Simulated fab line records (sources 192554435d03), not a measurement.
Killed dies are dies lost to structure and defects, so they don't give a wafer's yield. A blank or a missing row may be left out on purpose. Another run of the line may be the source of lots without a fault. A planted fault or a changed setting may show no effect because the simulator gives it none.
Chamber matching ; flow n5-finfet ; N5_MOL_CONTACT_COAG_ETCH_110 on rie-diel-03: 4 sister chambers
The step etches Si in CF4/O2, target depth 2.5 nm, time 8 s. 4 wafers are shown with their chamber, then 12 later ones without.

## WAFERS, EACH WITH ITS CHAMBER
wafer;chamber;showerhead-plenum-p-Torr (Torr)
L081.6;3;2.20
L082.4;2;2.12
L083.5;1;2.30
L083.6;0;2.19

## WAFERS MISSING THEIR CHAMBER
wafer;showerhead-plenum-p-Torr (Torr)
L086.1;2.29
L086.3;2.19
L086.5;2.12
L087.2;2.12
L087.4;2.29
L087.5;2.20
L090.3;2.11
L090.5;2.11
L090.6;2.29
L096.1;2.29
L096.5;2.11
L096.6;2.28

## THE CHAMBER EACH PASSED THROUGH
wafer;from the rows above;in truth
L086.1;1;1
L086.3;can't be placed: 0 or 3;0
L086.5;2;2
L087.2;2;2
L087.4;1;1
L087.5;can't be placed: 3 or 0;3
L090.3;2;2
L090.5;2;2
L090.6;1;1
L096.1;1;1
L096.5;2;2
L096.6;1;1
Correctly placed: 10 of 12. From these rows, 2 cannot be placed; in 2 the true chamber is one of the candidates. Wrongly placed: 0.
How it was worked out, from the rows above alone: a wafer's distance from a chamber is the root of the sum, over the readings, of the square of ((its reading less the chamber's mean) divided by the reading's scatter). If the next closest chamber is less than 2 further off than the closest, the wafer can't be placed; otherwise it belongs to the closest. The mean given for a chamber averages the wafers shown for that chamber. The scatter: root of mean squared gap, hidden wafer to nearest shown wafer, with one shown wafer a chamber.
